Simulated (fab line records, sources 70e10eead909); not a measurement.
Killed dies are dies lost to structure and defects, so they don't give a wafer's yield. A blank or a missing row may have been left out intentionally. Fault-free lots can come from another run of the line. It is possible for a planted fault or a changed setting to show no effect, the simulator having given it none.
fab line records	flow nand-harc
record lots=14	wafers=42	last-day=31
route steps=1302 shown THIN_TSV@1269
lots with no fault: from the same line, run without faults
start-h: hours from the record's opening day to when the first of the lot's shown wafers began	wait-h: time in hours since the lot's previous step	" the same as in the row above	L1.1+2: a single row standing in for several wafers	- value missing, or start not given	* or withheld: withheld	< > ~ a bound
route shown NAME@n: NAME is a module with steps in the file, n the number in the route of the first one	usual: mean/standard deviation taken from wafers without a fault	same: alike in all rows	chamber/n: place in a boat	sites: the reading at each site	_std_site: standard deviation of those values	_edge_site: the outer-site mean with the inner-site mean subtracted	radius-mm: how far each site lies from the wafer's centre	mask NAME#n: copy n	behind: tool/chamber where the wafer was last shaped	hold: why the lot went on hold/how many hours it stayed there/how the hold came to an end	device: transistor that didn't switch, given as n, p or np	end of line: at the end of the route, the tests of the same wafers	step lacking rows: just its recipe	killed: dies lost to structure and defects at the first sort, not the wafer's yield	map: a wafer's dies, x killed, . not, _ none there
set.NAME: the setting that was run; set.NAME@STEP: the one run at that earlier step	model.NAME: the simulator's own value behind a step, which no gauge read
a sample of lots followed through the steps of the route, with each step as a table and each wafer as a row
services: the hour from which a tool's chamber was out of use, counted from the record's first day as start-h (under 0 if before that day), plus the number of hours and why
## steps
# step NHARC_THIN_TSV_STRIP_62
# recipe power-w=1500	temp-c=250	time-s=20	chemistry=N2/H2
# usual drypump-motor-current-A=5.5/0.6	heater-power-w=354/40
lot.wafer	tool	chamber	start-h	wait-h	drypump-motor-current-A	heater-power-w	rf-hours-counter-h
L462.2	plasma-asher-01	0	590.18	-	5.0	308	12
L462.5	"	1	"	"	5.1	405	-
L462.6	"	0	"	"	5.0	308	-
L461.2	plasma-asher-01	0	591.49	-	5.0	302	12
L461.3	"	1	"	"	5.1	413	-
L461.6	"	0	"	"	5.0	301	-
L464.2	plasma-asher-01	0	593.65	-	5.0	299	13
L464.6	"	1	"	"	5.1	421	-
L464.5	"	0	"	"	5.0	306	-
L465.2	plasma-asher-02	1	594.89	-	6.6	385	33
L465.6	"	0	"	"	5.6	349	-
L465.5	"	1	"	"	6.6	378	-
L467.2	plasma-asher-02	0	596.14	-	5.6	342	34
L467.1	"	1	"	"	6.5	380	34
L467.6	"	1	"	"	6.5	377	-
L468.2	plasma-asher-01	1	644.83	-	5.1	422	29
L468.3	"	1	"	"	5.1	415	-
L468.5	"	0	"	"	5.0	306	-
L469.1	plasma-asher-02	1	646.18	-	6.6	356	3
L469.4	"	1	"	"	6.6	348	-
L469.5	"	0	"	"	5.6	355	-
L470.1	plasma-asher-02	1	649.30	-	6.5	348	4
L470.3	"	0	"	"	5.6	344	-
L470.6	"	1	"	"	6.5	359	-
L473.2	plasma-asher-02	1	664.62	-	6.6	346	7
L473.1	"	0	"	"	5.6	341	7
L473.6	"	0	"	"	5.6	349	-
L472.1	plasma-asher-01	0	672.69	-	5.0	307	34
L472.2	"	1	"	"	5.1	412	34
L472.3	"	1	"	"	5.1	408	-
L476.1	plasma-asher-02	1	704.45	-	6.6	350	18
L476.3	"	1	"	"	6.6	356	-
L476.5	"	0	"	"	5.6	344	-
L478.2	plasma-asher-02	0	713.42	-	5.7	340	19
L478.5	"	1	"	"	6.6	346	-
L478.6	"	0	"	"	5.6	355	-
L479.1	plasma-asher-01	1	716.03	-	5.1	404	2
L479.6	"	0	"	"	5.1	300	-
L479.5	"	1	"	"	5.1	405	-
L480.1	plasma-asher-02	1	729.40	-	6.6	355	24
L480.3	"	0	"	"	5.6	345	-
L480.6	"	0	"	"	5.7	351	-
# step NHARC_THIN_TSV_PVD_51
# recipe target-thk-a=1000	chamber-pressure-pa=5	material=Cu
# usual throttle-valve-pct=30.3/1.3
lot.wafer	tool	chamber	start-h	wait-h	throttle-valve-pct
L462.2	pvd-sputter-03	-	-	-	30.5
L462.6	"	-	"	"	27.7
L462.5	"	-	"	"	31.9
L461.3	pvd-sputter-03	-	-	-	30.8
L461.2	"	-	"	"	31.6
L461.6	"	-	"	"	28.2
L464.2	pvd-sputter-03	-	-	-	27.7
L464.6	"	-	"	"	30.6
L464.5	"	-	"	"	30.6
L465.2	pvd-sputter-02	-	-	-	30.7
L465.5	"	-	"	"	30.8
L465.6	"	-	"	"	30.3
L467.2	pvd-sputter-03	-	-	-	28.0
L467.1	"	-	"	"	30.8
L467.6	"	-	"	"	28.1
L468.3	pvd-sputter-03	-	-	-	28.0
L468.2	"	-	"	"	30.5
L468.5	"	-	"	"	27.6
L469.4	pvd-sputter-01	-	-	-	28.4
L469.1	"	-	"	"	31.2
L469.5	"	-	"	"	29.7
L470.3	pvd-sputter-02	-	-	-	30.6
L470.1	"	-	"	"	30.2
L470.6	"	-	"	"	30.8
L473.1	pvd-sputter-03	-	-	-	30.7
L473.2	"	-	"	"	30.6
L473.6	"	-	"	"	28.1
L472.3	pvd-sputter-03	-	-	-	31.7
L472.1	"	-	"	"	30.6
L472.2	"	-	"	"	30.5
L476.1	pvd-sputter-01	-	-	-	29.6
L476.3	"	-	"	"	28.2
L476.5	"	-	"	"	29.4
L478.2	pvd-sputter-02	-	-	-	31.7
L478.6	"	-	"	"	31.4
L478.5	"	-	"	"	30.7
L479.1	pvd-sputter-01	-	-	-	29.3
L479.6	"	-	"	"	31.1
L479.5	"	-	"	"	28.3
L480.3	pvd-sputter-01	-	-	-	29.8
L480.1	"	-	"	"	31.2
L480.6	"	-	"	"	28.6
# step NHARC_THIN_TSV_ETCH_36
# recipe target-depth-a=650	over-etch-frac=0.3	time-s=18.571	ion-energy-ev=150	chemistry=Cl2/BCl3
# usual drypump-motor-current-A=5.8/0.32	oes-product-au=0.995/0.0087	run-length-s=39.77/0.25
lot.wafer	tool	chamber	start-h	wait-h	drypump-motor-current-A	oes-product-au	rf-hours-counter-h	run-length-s
L462.2	rie-metal-01	0	594.19	0.2	5.4	1.010	0.8	39.83
L462.6	"	1	"	"	5.8	0.984	-	39.55
L462.5	"	0	"	"	5.4	1.005	-	40.03
L461.2	rie-metal-03	0	595.34	0.2	5.4	0.984	1.5	39.80
L461.3	"	0	"	"	5.4	0.995	-	40.06
L461.6	"	1	"	"	5.7	1.000	-	39.36
L464.2	rie-metal-01	1	597.48	0.2	5.8	0.978	1.0	39.95
L464.6	"	0	"	"	5.4	1.005	-	39.74
L464.5	"	1	"	"	5.9	0.991	-	39.56
L465.2	rie-metal-03	0	598.61	0.2	5.3	0.987	1.7	40.02
L465.6	"	1	"	"	5.7	0.998	-	40.17
L465.5	"	0	"	"	5.4	0.983	-	39.97
L467.2	rie-metal-02	1	600.00	0.2	6.3	0.990	2.9	39.33
L467.1	"	0	"	"	5.6	0.998	2.9	39.82
L467.6	"	1	"	"	6.3	0.994	-	39.78
L468.2	rie-metal-02	1	648.73	0.2	6.2	1.007	0.2	39.62
L468.3	"	1	"	"	6.2	1.008	-	39.51
L468.5	"	1	"	"	6.3	0.998	-	39.89
L469.1	rie-metal-03	1	649.89	0.2	5.7	0.992	2.7	39.97
L469.4	"	0	"	"	5.4	0.987	-	39.99
L469.5	"	0	"	"	5.4	0.989	-	39.76
L470.1	rie-metal-02	0	653.16	0.2	5.6	1.002	0.4	39.57
L470.3	"	0	"	"	5.6	0.988	-	39.87
L470.6	"	0	"	"	5.6	0.991	-	39.67
L473.1	rie-metal-01	0	668.50	0.2	5.4	0.995	2.5	40.13
L473.2	"	1	"	"	5.8	0.986	2.5	39.65
L473.6	"	1	"	"	5.8	0.992	-	39.82
L472.2	rie-metal-02	0	676.55	0.3	5.6	0.999	0.6	39.72
L472.1	"	1	"	"	6.2	0.994	0.6	39.84
L472.3	"	1	"	"	6.3	0.999	-	39.58
L476.1	rie-metal-02	1	708.30	0.2	6.3	1.009	1.0	39.72
L476.3	"	0	"	"	5.6	0.990	-	40.47
L476.5	"	1	"	"	6.3	1.009	-	39.30
L478.2	rie-metal-02	1	717.11	0.2	6.3	1.005	1.2	39.66
L478.6	"	1	"	"	6.2	1.002	-	39.82
L478.5	"	0	"	"	5.6	1.007	-	39.80
L479.1	rie-metal-02	0	719.95	0.2	5.6	1.000	1.4	35.86
L479.5	"	1	"	"	6.2	1.001	-	39.29
L479.6	"	0	"	"	5.6	0.984	-	35.62
L480.1	rie-metal-02	0	733.23	0.2	5.6	0.992	1.7	35.76
L480.3	"	0	"	"	5.6	0.994	-	35.46
L480.6	"	1	"	"	6.3	0.994	-	39.41
# step NHARC_THIN_TSV_STRIP_56
# recipe power-w=1500	temp-c=250	chemistry=O2
# usual drypump-motor-current-A=5.6/0.61	heater-power-w=354/38
lot.wafer	tool	chamber	start-h	wait-h	drypump-motor-current-A	heater-power-w	rf-hours-counter-h
L462.2	plasma-asher-01	1	594.34	0.1	5.1	412	13
L462.6	"	0	"	"	5.0	299	-
L462.5	"	1	"	"	5.1	405	-
L461.2	plasma-asher-01	1	595.48	0.1	5.1	415	14
L461.3	"	1	"	"	5.1	413	-
L461.6	"	0	"	"	5.0	305	-
L464.2	plasma-asher-02	0	597.61	0.1	5.7	351	34
L464.6	"	1	"	"	6.6	377	-
L464.5	"	0	"	"	5.7	348	-
L465.2	plasma-asher-02	0	598.75	0.1	5.6	351	34
L465.6	"	1	"	"	6.5	374	-
L465.5	"	0	"	"	5.7	337	-
L467.1	plasma-asher-02	1	600.10	0.1	6.5	375	35
L467.2	"	0	"	"	5.7	345	35
L467.6	"	1	"	"	6.6	380	-
L468.2	plasma-asher-01	1	648.83	0.1	5.1	418	30
L468.3	"	1	"	"	5.1	416	-
L468.5	"	1	"	"	5.1	413	-
L469.1	plasma-asher-01	0	649.98	0.1	5.0	301	30
L469.4	"	0	"	"	5.1	305	-
L469.5	"	0	"	"	5.0	314	-
L470.1	plasma-asher-01	1	653.25	0.1	5.1	415	31
L470.3	"	0	"	"	5.0	309	-
L470.6	"	1	"	"	5.1	415	-
L473.1	plasma-asher-02	1	668.60	0.1	6.6	358	8
L473.2	"	0	"	"	5.7	350	8
L473.6	"	1	"	"	6.5	349	-
L472.1	plasma-asher-01	0	676.66	0.1	5.0	304	35
L472.2	"	1	"	"	5.1	409	35
L472.3	"	0	"	"	5.0	303	-
L476.1	plasma-asher-02	1	708.40	0.1	6.6	348	18
L476.3	"	1	"	"	6.6	352	-
L476.5	"	0	"	"	5.7	345	-
L478.2	plasma-asher-01	1	717.21	0.1	5.1	403	2
L478.6	"	1	"	"	5.1	405	-
L478.5	"	0	"	"	5.0	306	-
L479.1	plasma-asher-01	1	720.04	0.1	5.1	403	3
L479.6	"	1	"	"	5.1	395	-
L479.5	"	0	"	"	5.0	311	-
L480.1	plasma-asher-02	0	733.32	0.1	5.6	346	24
L480.3	"	1	"	"	6.5	358	-
L480.6	"	1	"	"	6.6	344	-
## services
tool	chamber	start-h	hours	kind
pvd-sputter-02	-	573.05	2.2	repair
rie-metal-01	-	575.03	9.0	pm
pvd-sputter-01	-	582.00	10.0	pm
pvd-sputter-01	-	592.06	4.8	repair
plasma-asher-02	-	603.00	9.0	pm
plasma-asher-02	0	603.00	9.0	vent-cycle
plasma-asher-02	1	603.00	9.0	vent-cycle
pvd-sputter-03	-	611.34	3.4	repair
plasma-asher-02	0	612.00	-	clean
plasma-asher-02	1	612.00	-	clean
plasma-asher-02	-	616.29	12.0	repair
rie-metal-02	-	631.00	9.0	pm
rie-metal-02	0	631.00	9.0	vent-cycle
rie-metal-02	1	631.00	9.0	vent-cycle
rie-metal-02	0	640.00	-	clean
pvd-sputter-02	-	659.17	10.0	pm
rie-metal-03	-	696.00	9.0	pm
plasma-asher-01	-	696.21	9.0	pm
plasma-asher-01	0	696.21	9.0	vent-cycle
plasma-asher-01	1	696.21	9.0	vent-cycle
pvd-sputter-02	-	701.34	3.5	repair
pvd-sputter-03	-	704.04	10.0	pm
plasma-asher-01	0	705.21	-	clean
plasma-asher-01	1	705.21	-	clean
## key
first-sign step=NHARC_THIN_TSV_ETCH_36	reading=run-length-s	direction=down	sigmas=17	usual=*	struck=*
effect none on later readings
met-at NHARC_THIN_TSV_ETCH_36
struck-lots L479,L480
struck-wafers L479.1,L479.6,L480.1,L480.3
sort-left-out L479.1,L479.6,L480.1,L480.3
not-acting-at NHARC_THIN_TSV_STRIP_62,NHARC_THIN_TSV_PVD_51,NHARC_THIN_TSV_STRIP_56
onset-between 717.11 719.95
fault kind=process-parameter-drift	tool=rie-metal-02	chamber=0	onset-h=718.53	steps=NHARC_THIN_TSV_ETCH_36	channel=time-s	offset=*	shape=step	end-h=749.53	acts-in=*	stated=*
# sort-left-out: the simulated sort isn't trusted on such a fault, so these wafers' sort isn't shown, and their yield isn't known
